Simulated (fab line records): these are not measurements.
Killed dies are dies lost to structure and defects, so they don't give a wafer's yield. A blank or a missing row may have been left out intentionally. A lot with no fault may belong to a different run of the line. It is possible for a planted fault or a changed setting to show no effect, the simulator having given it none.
Chamber matching | flow n5Finfet | N5_BEOL_M0_STRIP_140 on rieDiel-05 has 4 sister chambers
The step strips in CF4. 18 wafers are shown with their chamber, then 9 later ones without.

WAFERS, EACH WITH ITS CHAMBER
wafer  | chamber | showerheadPlenumPTorr (Torr) | drypumpMotorCurrentA (A) | throttleValvePct (%)
L078.2 | 1       | 1.73                         | 5.5                      | 13.70
L078.4 | 0       | 1.83                         | 5.0                      | 13.28
L078.5 | 2       | 1.86                         | 5.9                      | 13.59
L081.1 | 1       | 1.72                         | 5.5                      | 13.72
L081.2 | 0       | 1.83                         | 5.0                      | 13.29
L081.5 | 2       | 1.86                         | 5.9                      | 13.60
L082.1 | 0       | 1.83                         | 4.9                      | 13.30
L082.4 | 3       | 1.90                         | 5.7                      | 13.31
L082.5 | 1       | 1.72                         | 5.5                      | 13.74
L083.1 | 1       | 1.72                         | 5.5                      | 13.76
L083.2 | 2       | 1.86                         | 5.9                      | 13.61
L083.5 | 0       | 1.83                         | 5.0                      | 13.30
L088.2 | 1       | 1.72                         | 5.5                      | 13.75
L088.5 | 2       | 1.86                         | 5.9                      | 13.59
L088.6 | 3       | 1.90                         | 5.7                      | 13.36
L091.1 | 2       | 1.85                         | 5.9                      | 13.65
L091.2 | 3       | 1.90                         | 5.7                      | 13.36
L091.3 | 1       | 1.72                         | 5.5                      | 13.79

SIGNATURES, as means of the wafers listed above
reading               | chamber 0 | chamber 1 | chamber 2 | chamber 3 | scatter within a chamber
showerheadPlenumPTorr | 1.8300    | 1.7217    | 1.8580    | 1.9000    | 0.00342
drypumpMotorCurrentA  | 4.975     | 5.500     | 5.900     | 5.700     | 0.0231
throttleValvePct      | 13.2925   | 13.7433   | 13.6080   | 13.3433   | 0.0258
Rule: for a wafer and a chamber, the distance is found by dividing, reading by reading, the gap between the wafer's reading and the chamber's mean by the reading's scatter, squaring, summing and taking the root. If the next closest chamber is less than 2 further off than the closest, the wafer can't be placed; otherwise it belongs to the closest. The scatter: the root of (the sum of the squares of (reading less its chamber's mean) over the shown wafers, divided by (wafers less chambers)).

WAFERS WITHOUT THEIR CHAMBER
wafer  | showerheadPlenumPTorr (Torr) | drypumpMotorCurrentA (A) | throttleValvePct (%)
L091.4 | 1.85                         | 5.9                      | 13.63
L091.5 | 1.90                         | 5.7                      | 13.38
L091.6 | 1.72                         | 5.5                      | 13.76
L096.1 | 1.85                         | 5.9                      | 13.67
L096.2 | 1.89                         | 5.7                      | 13.38
L096.4 | 1.82                         | 5.0                      | 13.36
L097.4 | 1.82                         | 5.0                      | 13.37
L097.5 | 1.82                         | 4.9                      | 13.36
L097.6 | 1.72                         | 5.5                      | 13.82

CHAMBER TAKEN BY EACH
wafer  | from the rows above | in truth
L091.4 | 2                   | 2
L091.5 | 3                   | 3
L091.6 | 1                   | 1
L096.1 | 2                   | 2
L096.2 | 3                   | 3
L096.4 | 0                   | 0
L097.4 | 0                   | 0
L097.5 | 0                   | 0
L097.6 | 1                   | 1
9 of 9 placed correctly. Number that these rows cannot place: 0. Placed wrongly: 0.
